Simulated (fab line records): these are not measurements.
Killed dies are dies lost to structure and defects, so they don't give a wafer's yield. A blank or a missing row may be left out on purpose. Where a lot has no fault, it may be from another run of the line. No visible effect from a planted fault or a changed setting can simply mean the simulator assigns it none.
A struck lot beside a sound one -- flow n5_finfet -- 16 steps out of a route of 1938
Sound: wafers L350.3, L350.4, L350.5. Struck: wafer L360.2. (L360.1, L360.4 of the same lot were not struck and are left out.) The cause comes at the end.
For every step that has rows: the tool of each side, followed by ch and its chambers, followed by its first start. Under that, the readings that differ: sound wafers -- struck wafers -- difference of the means -- sigmas: that difference in standard deviations of wafers without a fault.
alike: same words and numbers on both sides, and readings whose means sit less than 2 such deviations apart. not compared: any withheld reading, any reading some wafer has no value for, any bound like >300 that may hide the same value, and any number with overlapping values for which the record gives no deviation.
Wherever a step has rows on one side only, a row that says differs or no value, or a row with sigmas, the two part there. When numbers do not overlap yet have no deviation, they are printed without sigmas and do not part them. Lack of a reading on every wafer of one side parts them only where that side has two or more wafers.

first, 4 steps without rows for these wafers: N5_BEOL_M9_HM_STRIP_39 (strips TiN in peroxide tin strip, target depth 25 nm, time 158 s); N5_BEOL_M9_SRD_40 (time 30 s); N5_BEOL_M9_PRECLEAN_42 (cleans in residue remover, time 60 s); N5_BEOL_M9_SRD_43 (time 30 s).
N5_BEOL_M9_CD_MEAS_35: target cd 70 nm, target cd y 40 nm.
  sound on cd_sem-03, day 10 11:20; struck on cd_sem-03, day 12 20:17
  alike: cd_nm
then, 1 step without rows for these wafers: N5_BEOL_M9_CURE_72 (cures SiCOH lowk, time 120 s).
N5_BEOL_M9_DEGAS_44: time 60 s.
  sound on pvd_sputter-01, day 10 11:43; struck on pvd_sputter-02, day 12 21:04
  alike: heater_power_w
N5_BEOL_M9_PRE_CLEAN_45: time 30 s.
  sound on pvd_sputter-01, day 10 11:45; struck on pvd_sputter-02, day 12 21:06
  alike: heater_power_w
N5_BEOL_M9_ALD_74: deposits TaN, target thk 2 nm, pulse time 2 s, purge time 3 s.
  sound on ald_metal-01 ch 0,3, day 10 11:52; struck on ald_metal-03 ch 0, day 12 21:10
reading,sound,struck,difference,sigmas
precursor_vessel_carrier_sccm (sccm),1004.9 1006.4 1003.6,998.8,-6.2,-2
  alike: chamber_pressure_Torr, heater_power_w
N5_BEOL_M9_SURFACE_TREAT_79:
  sound on pvd_sputter-03, day 10 12:10; struck on pvd_sputter-02, day 12 23:13
reading,sound,struck,difference,sigmas
ar_flow_sccm (sccm),29.94 29.99 30.02,29.81,-0.17,-2
  not compared: throttle_valve_pct
then, 2 steps without rows for these wafers: N5_BEOL_M9_CVD_78 (deposits Co from CCTBA/H2, target thk 2 nm, time 138.9 s); N5_BEOL_M9_SPUTTER_48 (material Cu, target thk 12 nm, time 2 s).
N5_BEOL_M9_ECD_50: material Cu, target thk 318 nm.
  sound on ecd_cu-02 ch 0,1, day 10 12:31; struck on ecd_cu-01 ch 0, day 12 23:31
reading,sound,struck,difference,sigmas
model.Cu_of_BEOL_M9_ECD_50.thk_nm (nm),317 318.2 320,579.4,+261.0,
N5_BEOL_M9_ANNEAL_51: time 90 s.
  sound on rtp_anneal-02 ch 0, day 10 12:41; struck on rtp_anneal-01 ch 0, day 13 00:01
  alike: wafer_temp_C_max
N5_BEOL_M9_CMP_52: polishes, stops on SiCOH lowk, t overpolish 7 s, target thk 140 nm.
  sound on cmp-02 ch 0,1, day 10 12:54; struck on cmp-04 ch 3, day 13 00:20
reading,sound,struck,difference,sigmas
time_to_endpoint_s (s),62.7 64.8 64.6,117.0,+53.0,+21
  alike: clearing_platen_down_force_psi, motor_current_A
  not compared: pad_life_wafers
N5_BEOL_M9_THK_MEAS_53: measures by xrf.
  sound on film_metro-02, day 10 13:11; struck on film_metro-01, day 13 00:36
  alike: M9_THK

== WHERE THEY PART ==
At N5_BEOL_M9_ALD_74 first; at N5_BEOL_M9_CMP_52 last (within this record only). Later steps at which nothing parts them and some readings are alike: N5_BEOL_M9_THK_MEAS_53.

WHY: the cause the simulator had injected
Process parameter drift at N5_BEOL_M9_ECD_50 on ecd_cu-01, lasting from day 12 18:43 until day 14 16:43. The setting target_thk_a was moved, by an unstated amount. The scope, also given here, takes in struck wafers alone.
